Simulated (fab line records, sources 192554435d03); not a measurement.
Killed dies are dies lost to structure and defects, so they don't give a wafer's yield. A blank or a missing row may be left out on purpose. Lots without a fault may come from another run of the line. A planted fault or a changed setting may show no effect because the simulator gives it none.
Split-lot experiment | flow n5_finfet | 7 lots, 39 wafers read, on a route of 1938 steps

THE SPLIT
At N5_BEOL_M0_CUTY_DESCUM_61 (chemistry O2, time 7.9 s), the setting time_s was moved away from the recipe's 7.9 s on 15 of the 39 wafers read, by -56.1% to +59.1%. The other wafers ran this setting at the recipe's value.

The reading is taken at the split's own step.

THE READING
CAR-ArF-block_of_BEOL_M0_CUTY_COAT_51.thk_nm (the simulator's own value, which no gauge read), in nm, at N5_BEOL_M0_CUTY_DESCUM_61 (chemistry O2, time 7.9 s). The file gives no usual value for it. The 24 wafers here that ran the recipe average 143.2 nm, standard deviation 0.46 nm.

wafer  | tool, chamber at the split | time_s as run, s | against the recipe | CAR-ArF-block_of_BEOL_M0_CUTY_COAT_51.thk_nm, nm | against lot-mates on the recipe
L074.1 | rie_diel-02, 2             | 3.468            | -56.1%             | 145.6                                            | +2.5
L074.2 | rie_diel-02, 1             | 3.468            | -56.1%             | 145.8                                            | +2.7
L074.3 | rie_diel-02, 0             | 3.468            | -56.1%             | 146                                              | +2.9
L074.4 | rie_diel-02, 3             | 7.9              | recipe             | 143                                              | -
L074.6 | rie_diel-02, 3             | 7.9              | recipe             | 143                                              | -
L074.5 | rie_diel-02, 2             | 7.9              | recipe             | 143.4                                            | -
L075.1 | rie_diel-06, 1,3           | 7.9              | recipe             | 143.2                                            | -
L075.3 | rie_diel-06, 1,3           | 7.9              | recipe             | 143.2                                            | -
L075.2 | rie_diel-06, 0             | 5.259            | -33.4%             | 145                                              | +1.7
L075.4 | rie_diel-06, 2             | 5.259            | -33.4%             | 144.4                                            | +1.1
L075.5 | rie_diel-06, 0             | 5.259            | -33.4%             | 144.8                                            | +1.5
L075.6 | rie_diel-06, 3             | 7.9              | recipe             | 143.6                                            | -
L078.1 | rie_diel-02, 2             | 5.259            | -33.4%             | 145.2                                            | +2.0
L078.2 | rie_diel-02, 0             | 7.9              | recipe             | 143.4                                            | -
L078.3 | rie_diel-02, 3             | 5.259            | -33.4%             | 144.6                                            | +1.4
L078.4 | rie_diel-02, 1             | 5.259            | -33.4%             | 145                                              | +1.8
L078.5 | rie_diel-02, 3             | 7.9              | recipe             | 143                                              | -
L078.6 | rie_diel-02, 0             | 7.9              | recipe             | 143.2                                            | -
L081.1 | rie_diel-06, 3             | 7.9              | recipe             | 143.2                                            | -
L081.2 | rie_diel-06, 1,0           | 10.39            | +31.5%             | 141.6                                            | -1.5
L081.3 | rie_diel-06, 1,0           | 10.39            | +31.5%             | 141.6                                            | -1.5
L081.4 | rie_diel-06, 0             | 7.9              | recipe             | 142.6                                            | -
L081.5 | rie_diel-06, 3             | 7.9              | recipe             | 143.6                                            | -
L081.6 | rie_diel-06, 1             | 10.39            | +31.5%             | 142                                              | -1.1
L080.1 | rie_diel-06, 3             | 12.57            | +59.1%             | 141                                              | -3.2
L080.2 | rie_diel-06, 1             | 7.9              | recipe             | 144.4                                            | -
L080.6 | rie_diel-06, 1             | 7.9              | recipe             | 144.4                                            | -
L080.3 | rie_diel-06, 0             | 12.57            | +59.1%             | 141.2                                            | -3.0
L080.4 | rie_diel-06, 3             | 12.57            | +59.1%             | 141.4                                            | -2.8
L080.5 | rie_diel-06, 0             | 7.9              | recipe             | 143.8                                            | -
L086.1 | rie_diel-02, 2             | 7.9              | recipe             | 142.6                                            | -
L086.2 | rie_diel-02, 3             | 7.9              | recipe             | 143.4                                            | -
L086.3 | rie_diel-02, 1,0           | 7.9              | recipe             | 143                                              | -
L086.4 | rie_diel-02, 1,0           | 7.9              | recipe             | 143                                              | -
L086.5 | rie_diel-02, 2,1           | 7.9              | recipe             | 142.8                                            | -
L086.6 | rie_diel-02, 2,1           | 7.9              | recipe             | 142.8                                            | -
L091.1 | rie_diel-04, 0             | 7.9              | recipe             | 143                                              | -
L091.4 | rie_diel-04, 2             | 7.9              | recipe             | 143.4                                            | -
L091.6 | rie_diel-04, 2             | 7.9              | recipe             | 142.8                                            | -
Where a row lists several chambers, the file gives one row for several wafers and doesn't say which wafer went through which chamber.

THE FIT
A straight line over all 39 wafers: CAR-ArF-block_of_BEOL_M0_CUTY_COAT_51.thk_nm changes by -0.0422 nm for each +1% of time_s; r = -0.94; the points scatter about the line by 0.42 nm.
The same after taking each lot's own level away (the mean of its wafers on the recipe; 39 wafers): -0.0482 nm for each +1%; r = -0.98; scatter 0.26 nm.
On that fit, the largest move of time_s shifts the reading by 2.9 nm.
The lots' own levels span 142.93 to 144.20 nm, that is 2.7 times the standard deviation above.
So the lot-to-lot level changes the slope: the two fits differ.
Check: with one of the wafers moved furthest among these (+59.1%) left out of the fit, the line predicts -2.8 nm for it against its lot-mates. It came out at -3.2 nm against them.

OTHER SPLITS ON THESE WAFERS
These wafers also went through other splits before the reading. Each is held against what the fit with the lots' levels taken away leaves over:
other split on the same wafers | wafers away from the commonest value | r with CAR-ArF-block_of_BEOL_M0_CUTY_COAT_51.thk_nm (lot level and that fit taken away)
N5_HKMG_FIN_ETCH_55 time_s     | 15                                   | -0.07

THE FILE'S OWN FIT
CAR-ArF-block_of_BEOL_M0_CUTY_COAT_51.thk_nm changes by -0.0482 nm for each +1% of time_s, r = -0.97.
